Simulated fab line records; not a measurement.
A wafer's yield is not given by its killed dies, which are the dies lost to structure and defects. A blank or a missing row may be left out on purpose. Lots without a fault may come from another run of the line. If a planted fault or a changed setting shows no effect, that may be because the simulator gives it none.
Struck lot and sound lot, side by side ; flow nandHarc ; 13 out of 1302 route steps
Sound: these wafers, L356.3, L356.5, L356.6. Struck: wafers L348.1, L348.2, L348.4. Last of all comes the cause.
Each step with rows lists, per side, the tool, then ch with its chambers, then its first start. Under that, the readings that differ: sound wafers ; struck wafers ; difference of the means ; sigmas: that difference in standard deviations of wafers without a fault.
alike: a reading whose means differ by less than 2 such deviations, as well as words and numbers matching on both sides. not compared: withheld readings; readings where some wafer has no value; bounds like >300 that might hide an equal value; numbers whose values overlap and for which the record gives no deviation.
A row with sigmas, a row that says differs or no value, or rows on one side alone: a step with any of these is where the two part. Numbers that have no deviation but don't overlap get no sigmas and don't part them. A reading missing from all wafers of one side parts the sides only when that side holds two or more wafers.

NHARC_A_BLC_CMP_25: polishes, t overpolish 30 s, target thk 150 nm.
  sound on cmp-01 ch 0,2,3, day 30 15:51; struck on cmp-03 ch 0,1,3, day 28 00:59
  alike: motorCurrentA, overpolishRunS, timeToEndpointS
then, 1 step without rows for these wafers: NHARC_A_BLC_SRD_27.
NHARC_A_BLC_INSPECT_28:
  struck on defectInspect-01, day 28 01:22; sound on defectInspect-02, day 30 16:11
  alike: rawDefectCount
then, 8 steps without rows for these wafers: NHARC_A_M0_DEP_00 (deposits SiOC, target thk 150 nm); NHARC_A_M0_DEHYDRATE_01 (time 120 s); NHARC_A_M0_HMDS_02 (time 30 s); NHARC_A_M0_COAT_33 (time 65 s); NHARC_A_M0_COAT_03 (resist thk 90 nm); NHARC_A_M0_SOFTBAKE_04 (time 55 s); NHARC_A_M0_EBR_05; NHARC_A_M0_EXPOSE_06 (exposes mask A M0, target cd 80 nm).
NHARC_A_M0_PEB_07: peb time 65 s.
  sound on lithoTrack-01 ch 0, day 30 16:52; struck on lithoTrack-04, day 28 02:11
  no value came back on the struck wafers for chillPlateTempC (C), exhaustPa (Pa); on the sound wafers chillPlateTempC (C) reads 22.90 22.96 22.93
then, 1 step without rows for these wafers: NHARC_A_M0_DEVELOP_08 (develop time 35 s).

== WHERE THEY PART ==
Only at NHARC_A_M0_PEB_07, as far as this record shows.

WHY: the cause the simulator had injected
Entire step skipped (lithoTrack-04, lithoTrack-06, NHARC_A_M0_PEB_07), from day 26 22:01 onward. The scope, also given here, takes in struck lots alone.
